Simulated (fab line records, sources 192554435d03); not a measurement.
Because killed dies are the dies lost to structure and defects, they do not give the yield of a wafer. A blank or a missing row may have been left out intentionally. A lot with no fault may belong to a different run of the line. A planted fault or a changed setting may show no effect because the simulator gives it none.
Chamber matching ; flow n5-finfet ; N5_BEOL_M14_ETCH_59 on rie-diel-03 has 4 sister chambers
The step etches BARC in N2/H2, target depth 89 nm, overetch 26.7 nm, time 67.9 s. 4 wafers are shown with their chamber, then 10 later ones without.

== WAFERS, EACH WITH ITS CHAMBER ==
wafer;chamber;throttle-valve-pct (%)
L083.5;0;18.34
L086.6;3;17.86
L089.3;1;17.63
L089.4;2;18.28

== WAFERS WITHOUT THEIR CHAMBER ==
wafer;throttle-valve-pct (%)
L089.5;17.62
L090.2;18.28
L090.5;17.62
L090.6;18.30
L093.3;18.37
L093.4;18.29
L093.5;17.90
L094.2;17.90
L094.3;18.31
L094.5;18.38

== EACH ONE'S CHAMBER ==
wafer;from the rows above;in truth
L089.5;1;1
L090.2;2;2
L090.5;1;1
L090.6;can't be placed: 2 or 0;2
L093.3;0;0
L093.4;can't be placed: 2 or 0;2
L093.5;3;3
L094.2;3;3
L094.3;can't be placed: 2 or 0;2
L094.5;0;0
Placed correctly: 7 of 10. From these rows, 3 cannot be placed; in 3 the true chamber is one of the candidates. Number placed wrongly: 0.
How it was worked out, from the rows above alone: a wafer's distance from a chamber is the root of the sum, over the readings, of the square of ((its reading less the chamber's mean) divided by the reading's scatter). If the next closest chamber is less than 2 further off than the closest, the wafer can't be placed; otherwise it belongs to the closest. The mean given for a chamber averages the wafers shown for that chamber. The scatter: root of mean squared gap, hidden wafer to nearest shown wafer, with one shown wafer a chamber.
